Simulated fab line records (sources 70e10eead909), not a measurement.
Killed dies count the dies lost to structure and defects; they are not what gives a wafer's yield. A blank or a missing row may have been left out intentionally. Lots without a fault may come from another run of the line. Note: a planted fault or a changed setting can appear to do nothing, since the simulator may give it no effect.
What tool caused it? || flow nand harc || 12 lots, 36 wafers sampled, at 6 steps of a route of 1302

## WHAT THE GAUGES READ, wafer by wafer
NHARC_P_ZERO_WELL_CD_MEAS_11: target cd 500 nm. Usual: cd nm reads 500.0 nm (standard deviation 1.5).
{"lot": "L516", "measured": "day 2 07:18", "on": "cd sem-02", "cd nm (nm)": "501.5 499.4 499.9", "flag": ""}
{"lot": "L517", "measured": "day 2 17:08", "on": "cd sem-01", "cd nm (nm)": "499.3 500.2 499.3", "flag": ""}
{"lot": "L518", "measured": "day 3 03:15", "on": "cd sem-03", "cd nm (nm)": "498.0 499.7 500.8", "flag": ""}
{"lot": "L522", "measured": "day 4 19:07", "on": "cd sem-02", "cd nm (nm)": "497.6 498.6 498.8", "flag": ""}
{"lot": "L524", "measured": "day 5 15:14", "on": "cd sem-02", "cd nm (nm)": "499.6 498.6 501.8", "flag": ""}
{"lot": "L525", "measured": "day 6 01:31", "on": "cd sem-03", "cd nm (nm)": "501.9 501.5 501.6", "flag": ""}
{"lot": "L530", "measured": "day 8 03:07", "on": "cd sem-02", "cd nm (nm)": "499.9 498.2 498.6", "flag": ""}
{"lot": "L531", "measured": "day 8 13:19", "on": "cd sem-01", "cd nm (nm)": "500.9 502.5 501.5", "flag": ""}
{"lot": "L532", "measured": "day 8 23:26", "on": "cd sem-01", "cd nm (nm)": "500.8 501.4 502.1", "flag": ""}
{"lot": "L535", "measured": "day 10 05:14", "on": "cd sem-02", "cd nm (nm)": "501.2 499.6 499.9", "flag": ""}
{"lot": "L536", "measured": "day 10 15:15", "on": "cd sem-03", "cd nm (nm)": "500.3 499.8 499.1", "flag": ""}
{"lot": "L538", "measured": "day 11 11:14", "on": "cd sem-01", "cd nm (nm)": "500.8 500.1 498.3", "flag": ""}

NHARC_P_ZERO_WELL_CD_MEAS_37: target cd 720 nm. Usual: cd nm reads 720.1 nm (standard deviation 1.3).
{"lot": "L516", "measured": "day 2 10:19", "on": "cd sem-03", "cd nm (nm)": "721.2 720.5 722.3", "flag": ""}
{"lot": "L517", "measured": "day 2 19:59", "on": "cd sem-02", "cd nm (nm)": "721.5 721.7 720.5", "flag": ""}
{"lot": "L518", "measured": "day 3 06:15", "on": "cd sem-03", "cd nm (nm)": "720.4 720.5 719.1", "flag": ""}
{"lot": "L522", "measured": "day 4 21:54", "on": "cd sem-02", "cd nm (nm)": "721.0 722.1 722.0", "flag": ""}
{"lot": "L524", "measured": "day 5 18:20", "on": "cd sem-02", "cd nm (nm)": "718.4 722.3 720.3", "flag": ""}
{"lot": "L525", "measured": "day 6 04:49", "on": "cd sem-01", "cd nm (nm)": "718.8 720.6 721.0", "flag": ""}
{"lot": "L530", "measured": "day 8 06:20", "on": "cd sem-01", "cd nm (nm)": "718.1 719.8 719.9", "flag": ""}
{"lot": "L531", "measured": "day 8 16:25", "on": "cd sem-01", "cd nm (nm)": "717.7 720.1 718.0", "flag": ""}
{"lot": "L532", "measured": "day 9 02:31", "on": "cd sem-01", "cd nm (nm)": "719.8 720.2 720.4", "flag": ""}
{"lot": "L535", "measured": "day 10 09:29", "on": "cd sem-02", "cd nm (nm)": "722.8 720.4 722.9", "flag": ""}
{"lot": "L536", "measured": "day 10 18:11", "on": "cd sem-01", "cd nm (nm)": "720.3 720.8 719.4", "flag": ""}
{"lot": "L538", "measured": "day 11 14:09", "on": "cd sem-03", "cd nm (nm)": "719.8 717.5 719.5", "flag": ""}

NHARC_P_ZERO_WELL_INSPECT_43. Usual: raw defect count reads 13 (standard deviation 5.7).
{"lot": "L516", "measured": "day 2 13:50", "on": "defect inspect-01", "raw defect count": "16 9 13", "flag": ""}
{"lot": "L517", "measured": "day 2 23:22", "on": "defect inspect-02", "raw defect count": "13 9 15", "flag": ""}
{"lot": "L518", "measured": "day 3 09:41", "on": "defect inspect-02", "raw defect count": "23 20 14", "flag": ""}
{"lot": "L522", "measured": "day 5 01:22", "on": "defect inspect-01", "raw defect count": "19 21 9", "flag": ""}
{"lot": "L524", "measured": "day 5 21:47", "on": "defect inspect-02", "raw defect count": "11 2 7", "flag": ""}
{"lot": "L525", "measured": "day 6 08:17", "on": "defect inspect-02", "raw defect count": "8 11 3", "flag": ""}
{"lot": "L530", "measured": "day 8 09:49", "on": "defect inspect-01", "raw defect count": "5 7 7", "flag": ""}
{"lot": "L531", "measured": "day 8 21:36", "on": "defect inspect-02", "raw defect count": "1282 22 30", "flag": "OFF"}
{"lot": "L532", "measured": "day 9 05:55", "on": "defect inspect-01", "raw defect count": "1245 11 13", "flag": "OFF"}
{"lot": "L535", "measured": "day 10 13:25", "on": "defect inspect-01", "raw defect count": "14 6 14", "flag": ""}
{"lot": "L536", "measured": "day 10 21:31", "on": "defect inspect-02", "raw defect count": "19 10 12", "flag": ""}
{"lot": "L538", "measured": "day 11 17:37", "on": "defect inspect-02", "raw defect count": "12 7 13", "flag": ""}

NHARC_END_SORT_01. Usual: killed at array 53, standard deviation 21; killed at other 1.0, standard deviation 1.3; killed at periphery 3.8, standard deviation 2.4; killed dies 58, standard deviation 21; killed open 3.4, standard deviation 1.9; killed short 2.4, standard deviation 1.5.
{"lot": "L531", "measured": "day 31 23:30", "on": "prober-02", "killed at array": "72 106 72", "killed at other": "1 0 0", "killed at periphery": "109 4 4", "killed dies": "182 110 76", "killed open": "3 4 4", "killed short": "4 2 0", "flag": "OFF"}
{"lot": "L532", "measured": "day 31 23:31", "on": "prober-01", "killed at array": "25 34 58", "killed at other": "3 1 3", "killed at periphery": "116 3 3", "killed dies": "144 38 64", "killed open": "1 2 2", "killed short": "3 3 3", "flag": "OFF"}

## TOOL THAT RAN EACH LOT (tool first, then ch and the chambers of the sampled wafers, then the start)
{"lot": "L516", "NHARC_P_ZERO_WELL_DESCUM_13": "rie diel-02 ch 0,3, day 2 07:27", "NHARC_P_ZERO_WELL_ETCH_65": "rie diel-02 ch 0,3, day 2 07:34"}
{"lot": "L517", "NHARC_P_ZERO_WELL_DESCUM_13": "rie diel-07 ch 0,1,2, day 2 17:18", "NHARC_P_ZERO_WELL_ETCH_65": "rie diel-07 ch 1,2,3, day 2 17:22"}
{"lot": "L518", "NHARC_P_ZERO_WELL_DESCUM_13": "rie diel-04 ch 0,2, day 3 03:25", "NHARC_P_ZERO_WELL_ETCH_65": "rie diel-04 ch 0,2,3, day 3 03:31"}
{"lot": "L522", "NHARC_P_ZERO_WELL_DESCUM_13": "rie diel-02 ch 0,1,3, day 4 19:17", "NHARC_P_ZERO_WELL_ETCH_65": "rie diel-02 ch 0,2,3, day 4 19:23"}
{"lot": "L524", "NHARC_P_ZERO_WELL_DESCUM_13": "rie diel-07 ch 0,1, day 5 15:23", "NHARC_P_ZERO_WELL_ETCH_65": "rie diel-07 ch 0,2,3, day 5 15:29"}
{"lot": "L525", "NHARC_P_ZERO_WELL_DESCUM_13": "rie diel-02 ch 0,1,2, day 6 01:40", "NHARC_P_ZERO_WELL_ETCH_65": "rie diel-02 ch 2,3, day 6 01:45"}
{"lot": "L530", "NHARC_P_ZERO_WELL_DESCUM_13": "rie diel-04 ch 0,3, day 8 03:16", "NHARC_P_ZERO_WELL_ETCH_65": "rie diel-04 ch 0,3, day 8 03:22"}
{"lot": "L531", "NHARC_P_ZERO_WELL_DESCUM_13": "rie diel-07 ch 1,2,3, day 8 13:28", "NHARC_P_ZERO_WELL_ETCH_65": "rie diel-07 ch 1,2,3, day 8 13:34"}
{"lot": "L532", "NHARC_P_ZERO_WELL_DESCUM_13": "rie diel-07 ch 1,3, day 8 23:35", "NHARC_P_ZERO_WELL_ETCH_65": "rie diel-07 ch 0,1,2, day 8 23:40"}
{"lot": "L535", "NHARC_P_ZERO_WELL_DESCUM_13": "rie diel-04 ch 0,1,2, day 10 06:29", "NHARC_P_ZERO_WELL_ETCH_65": "rie diel-04 ch 0,1,3, day 10 06:35"}
{"lot": "L536", "NHARC_P_ZERO_WELL_DESCUM_13": "rie diel-04 ch 1,3, day 10 15:24", "NHARC_P_ZERO_WELL_ETCH_65": "rie diel-04 ch 1,2,3, day 10 15:34"}
{"lot": "L538", "NHARC_P_ZERO_WELL_DESCUM_13": "rie diel-07 ch 0,3, day 11 11:25", "NHARC_P_ZERO_WELL_ETCH_65": "rie diel-07 ch 0,2, day 11 11:30"}
- NHARC_P_ZERO_WELL_DESCUM_13: chemistry O2, time 3 s.
- NHARC_P_ZERO_WELL_ETCH_65: etches the open film in N2/H2, target depth 80 nm, overetch 24 nm, time 87.88 s.

## AS READ BY THE TOOLS THEMSELVES (means over the sampled wafers that have a number; for cases with no such wafer, the mark the record gives instead)
NHARC_P_ZERO_WELL_DESCUM_13. Usual: drypump motor current A 5.9 A, standard deviation 0.54; oes product au 0.998 a.u., standard deviation 0.0068; rf vpp V 57.7 V, standard deviation 0.91; showerhead plenum p Torr 1.90 Torr, standard deviation 0.071; throttle valve pct 11.311 %, standard deviation 0.0095.
{"lot": "L516", "tool": "rie diel-02", "drypump motor current A (A)": 5.0, "oes product au (a.u.)": 0.996, "rf vpp V (V)": 58.4, "showerhead plenum p Torr (Torr)": 1.84, "throttle valve pct (%)": 11.312, "flag": ""}
{"lot": "L517", "tool": "rie diel-07", "drypump motor current A (A)": 6.2, "oes product au (a.u.)": 0.998, "rf vpp V (V)": 57.2, "showerhead plenum p Torr (Torr)": 1.90, "throttle valve pct (%)": 11.313, "flag": ""}
{"lot": "L518", "tool": "rie diel-04", "drypump motor current A (A)": 6.2, "oes product au (a.u.)": 0.995, "rf vpp V (V)": 57.6, "showerhead plenum p Torr (Torr)": 1.84, "throttle valve pct (%)": 11.306, "flag": ""}
{"lot": "L522", "tool": "rie diel-02", "drypump motor current A (A)": 5.3, "oes product au (a.u.)": 0.996, "rf vpp V (V)": 57.0, "showerhead plenum p Torr (Torr)": 1.86, "throttle valve pct (%)": 11.314, "flag": ""}
{"lot": "L524", "tool": "rie diel-07", "drypump motor current A (A)": 6.1, "oes product au (a.u.)": 0.998, "rf vpp V (V)": 57.2, "showerhead plenum p Torr (Torr)": 1.84, "throttle valve pct (%)": 11.313, "flag": ""}
{"lot": "L525", "tool": "rie diel-02", "drypump motor current A (A)": 5.3, "oes product au (a.u.)": 0.996, "rf vpp V (V)": 57.9, "showerhead plenum p Torr (Torr)": 1.83, "throttle valve pct (%)": 11.314, "flag": ""}
{"lot": "L530", "tool": "rie diel-04", "drypump motor current A (A)": 6.1, "oes product au (a.u.)": 0.998, "rf vpp V (V)": 57.5, "showerhead plenum p Torr (Torr)": 1.84, "throttle valve pct (%)": 11.305, "flag": ""}
{"lot": "L531", "tool": "rie diel-07", "drypump motor current A (A)": 5.9, "oes product au (a.u.)": 0.999, "rf vpp V (V)": 57.7, "showerhead plenum p Torr (Torr)": 1.96, "throttle valve pct (%)": 11.313, "flag": ""}
{"lot": "L532", "tool": "rie diel-07", "drypump motor current A (A)": 5.4, "oes product au (a.u.)": 0.995, "rf vpp V (V)": 57.4, "showerhead plenum p Torr (Torr)": 1.94, "throttle valve pct (%)": 11.314, "flag": ""}
{"lot": "L535", "tool": "rie diel-04", "drypump motor current A (A)": 6.4, "oes product au (a.u.)": 1.002, "rf vpp V (V)": 57.8, "showerhead plenum p Torr (Torr)": 1.89, "throttle valve pct (%)": 11.302, "flag": ""}
{"lot": "L536", "tool": "rie diel-04", "drypump motor current A (A)": 6.2, "oes product au (a.u.)": 0.995, "rf vpp V (V)": 57.4, "showerhead plenum p Torr (Torr)": 1.92, "throttle valve pct (%)": 11.313, "flag": ""}
{"lot": "L538", "tool": "rie diel-07", "drypump motor current A (A)": 5.7, "oes product au (a.u.)": 0.999, "rf vpp V (V)": 57.3, "showerhead plenum p Torr (Torr)": 1.93, "throttle valve pct (%)": 11.311, "flag": ""}

NHARC_P_ZERO_WELL_ETCH_65. Usual: drypump motor current A 5.9 A, standard deviation 0.56; h2 flow sccm 150.0 sccm, standard deviation 0.42; oes product au 0.998 a.u., standard deviation 0.0066; rf vpp V 430.2 V, standard deviation 2.3; showerhead plenum p Torr 2.03 Torr, standard deviation 0.081; throttle valve pct 14.171 %, standard deviation 0.0093.
{"lot": "L516", "tool": "rie diel-02", "drypump motor current A (A)": 5.2, "h2 flow sccm (sccm)": 150.1, "oes product au (a.u.)": 0.997, "rf vpp V (V)": 429.1, "showerhead plenum p Torr (Torr)": 2.00, "throttle valve pct (%)": 14.168, "flag": ""}
{"lot": "L517", "tool": "rie diel-07", "drypump motor current A (A)": 5.9, "h2 flow sccm (sccm)": 150.3, "oes product au (a.u.)": 1.000, "rf vpp V (V)": 428.3, "showerhead plenum p Torr (Torr)": 2.00, "throttle valve pct (%)": 14.169, "flag": ""}
{"lot": "L518", "tool": "rie diel-04", "drypump motor current A (A)": 6.1, "h2 flow sccm (sccm)": 150.0, "oes product au (a.u.)": 1.000, "rf vpp V (V)": 429.7, "showerhead plenum p Torr (Torr)": 1.99, "throttle valve pct (%)": 14.169, "flag": ""}
{"lot": "L522", "tool": "rie diel-02", "drypump motor current A (A)": 5.2, "h2 flow sccm (sccm)": 150.4, "oes product au (a.u.)": 0.999, "rf vpp V (V)": 427.9, "showerhead plenum p Torr (Torr)": 1.97, "throttle valve pct (%)": 14.171, "flag": ""}
{"lot": "L524", "tool": "rie diel-07", "drypump motor current A (A)": 5.9, "h2 flow sccm (sccm)": 149.8, "oes product au (a.u.)": 0.998, "rf vpp V (V)": 431.8, "showerhead plenum p Torr (Torr)": 2.07, "throttle valve pct (%)": 14.168, "flag": ""}
{"lot": "L525", "tool": "rie diel-02", "drypump motor current A (A)": 5.4, "h2 flow sccm (sccm)": 149.6, "oes product au (a.u.)": 0.995, "rf vpp V (V)": 429.9, "showerhead plenum p Torr (Torr)": 1.97, "throttle valve pct (%)": 14.165, "flag": ""}
{"lot": "L530", "tool": "rie diel-04", "drypump motor current A (A)": 6.0, "h2 flow sccm (sccm)": 149.8, "oes product au (a.u.)": 1.000, "rf vpp V (V)": 428.8, "showerhead plenum p Torr (Torr)": 1.98, "throttle valve pct (%)": 14.172, "flag": ""}
{"lot": "L531", "tool": "rie diel-07", "drypump motor current A (A)": 5.9, "h2 flow sccm (sccm)": 149.7, "oes product au (a.u.)": 0.997, "rf vpp V (V)": 432.3, "showerhead plenum p Torr (Torr)": 2.10, "throttle valve pct (%)": 14.167, "flag": ""}
{"lot": "L532", "tool": "rie diel-07", "drypump motor current A (A)": 6.2, "h2 flow sccm (sccm)": 150.0, "oes product au (a.u.)": 0.996, "rf vpp V (V)": 432.6, "showerhead plenum p Torr (Torr)": 2.13, "throttle valve pct (%)": 14.170, "flag": ""}
{"lot": "L535", "tool": "rie diel-04", "drypump motor current A (A)": 6.3, "h2 flow sccm (sccm)": 150.5, "oes product au (a.u.)": 0.993, "rf vpp V (V)": 429.7, "showerhead plenum p Torr (Torr)": 2.02, "throttle valve pct (%)": 14.174, "flag": ""}
{"lot": "L536", "tool": "rie diel-04", "drypump motor current A (A)": 6.4, "h2 flow sccm (sccm)": 149.9, "oes product au (a.u.)": 0.997, "rf vpp V (V)": 430.5, "showerhead plenum p Torr (Torr)": 2.04, "throttle valve pct (%)": 14.170, "flag": ""}
{"lot": "L538", "tool": "rie diel-07", "drypump motor current A (A)": 6.4, "h2 flow sccm (sccm)": 150.5, "oes product au (a.u.)": 1.006, "rf vpp V (V)": 431.4, "showerhead plenum p Torr (Torr)": 2.08, "throttle valve pct (%)": 14.163, "flag": ""}

## THE ANSWER, worked out from the rows above alone
Rule: lot off if the mean of its wafers having a number is beyond 3 standard deviations from the usual mean. Also off: a lot with no number at a reading for which 4 or more lots have one. Any other lot the step has rows for is counted as sound. First the gauges in route order, then the tools' own readings, where a lot's mean is used as printed above. At the first step where some lot is off, the reading lying furthest off is the one used; lots without a number count as furthest.
Off, at NHARC_P_ZERO_WELL_INSPECT_43 on raw defect count: L531, L532.
A tool fits if, at a process step before that reading, it ran every lot that is off, and no sound lot after the first of them. Not tried: the gauges at NHARC_P_ZERO_WELL_INSPECT_43; whatever is off there is also off at NHARC_END_SORT_01, on other tools, and gauge error can't account for it. Of those tried, none fits.

## WHAT THE SIMULATOR PUT IN
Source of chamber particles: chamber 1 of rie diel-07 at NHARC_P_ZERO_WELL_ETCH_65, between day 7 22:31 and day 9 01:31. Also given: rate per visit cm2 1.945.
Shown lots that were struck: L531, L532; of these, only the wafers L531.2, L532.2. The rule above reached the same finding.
